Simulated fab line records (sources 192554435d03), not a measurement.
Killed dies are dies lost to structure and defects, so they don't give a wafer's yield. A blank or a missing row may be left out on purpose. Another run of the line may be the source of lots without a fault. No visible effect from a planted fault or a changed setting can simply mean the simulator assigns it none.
Split-lot study -- flow n5_finfet -- route with 1938 steps; 7 lots, 21 wafers read

## THE SPLIT
At N5_BEOL_M2_COAT_22 (resist thk 30 nm), the setting spin_rpm was moved away from the recipe's 1500 rpm on 2 of the 21 wafers read, by -7.1% to +6.7%. This setting was run at the recipe's value on the other wafers.

Reading taken at the split's own step.

## THE READING
CAR-EUV_of_BEOL_M2_COAT_22.thk_nm (the simulator's own value, which no gauge read), in nm, at N5_BEOL_M2_COAT_22 (resist thk 30 nm). The file gives no usual value for it. The 19 wafers here that ran the recipe average 30.0 nm, standard deviation 0.15 nm.

wafer,"tool, chamber at the split","spin_rpm as run, rpm",against the recipe,"CAR-EUV_of_BEOL_M2_COAT_22.thk_nm, nm",against lot-mates on the recipe
L074.1,"litho_track-05, 0",1500,recipe,30,-
L074.3,"litho_track-05, 0",1500,recipe,30,-
L074.5,"litho_track-05, 0",1500,recipe,30,-
L075.3,"litho_track-03, 0",1500,recipe,29.8,-
L075.4,"litho_track-03, 0",1500,recipe,29.6,-
L075.5,"litho_track-03, 0",1500,recipe,29.6,-
L079.2,"litho_track-05, 0",1500,recipe,30,-
L079.4,"litho_track-05, 0",1500,recipe,30,-
L079.6,"litho_track-05, 0",1500,recipe,30.2,-
L082.2,"litho_track-04, 0",1500,recipe,30,-
L082.5,"litho_track-04, 0",1500,recipe,30,-
L082.6,"litho_track-04, 0",1500,recipe,30,-
L086.2,"litho_track-03, 0",1500,recipe,30,-
L086.4,"litho_track-03, 0",1500,recipe,30,-
L086.6,"litho_track-03, 0",1500,recipe,30.2,-
L091.1,"litho_track-03, 0",1500,recipe,30,-
L091.4,"litho_track-03, 0",1500,recipe,30,-
L091.3,"litho_track-03, 0",1601,+6.7%,29,-1.0
L092.2,"litho_track-03, 0",1394,-7.1%,31,+1.1
L092.3,"litho_track-03, 0",1500,recipe,30,-
L092.6,"litho_track-03, 0",1500,recipe,29.8,-

THE FIT
A straight line over all 21 wafers: CAR-EUV_of_BEOL_M2_COAT_22.thk_nm changes by -0.145 nm for each +1% of spin_rpm; r = -0.90; the points scatter about the line by 0.15 nm.
The same after taking each lot's own level away (the mean of its wafers on the recipe; 21 wafers): -0.152 nm for each +1%; r = -0.98; scatter 0.073 nm.
The reading moves by 1.1 nm for the largest change in spin_rpm, on that fit.
Across the lots, their own levels run from 29.67 to 30.07 nm, a range of 2.6 times the standard deviation given above.
The two slopes agree, so the slope changes little with the lot-to-lot level.
Check: with one of the wafers moved furthest among these (-7.1%) left out of the fit, the line predicts +1.05 nm for it against its lot-mates. Against them it came out at +1.1 nm.

## FURTHER SPLITS ON THESE WAFERS
These wafers also went through other splits before the reading. Each is held against what the fit with the lots' levels taken away leaves over:
other split on the same wafers,wafers away from the commonest value,r with CAR-EUV_of_BEOL_M2_COAT_22.thk_nm (lot level and that fit taken away)
N5_BEOL_M0_ETCH_128 source_w,10,-0.20
N5_BEOL_M0_ETCH_109 bias_w,8,-0.03
N5_BEOL_M1_COAT_22 spin_rpm,5,-0.08
N5_BEOL_M2_COAT_76 spin_rpm,8,+0.03

## THE WHOLE CHAIN: every reading that the file lists as answering this split, in the file's order
step,what it does,reading,change (the file's fit),r (the file's)
N5_BEOL_M2_COAT_22,resist thk 30 nm,"CAR-EUV_of_BEOL_M2_COAT_22.thk_nm (the simulator's own value, which no gauge read)",-0.152 nm for each +1% of the setting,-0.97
N5_BEOL_M2_DESCUM_33,"chemistry O2, time 7 s","CAR-EUV_of_BEOL_M2_COAT_22.thk_nm (the simulator's own value, which no gauge read)","-0.143 nm for each +1% of the setting, in a fit together with time_s@BEOL_M2_DESCUM_33",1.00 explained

## THE FILE'S OWN FIT
CAR-EUV_of_BEOL_M2_COAT_22.thk_nm changes by -0.152 nm for each +1% of spin_rpm, r = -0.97.
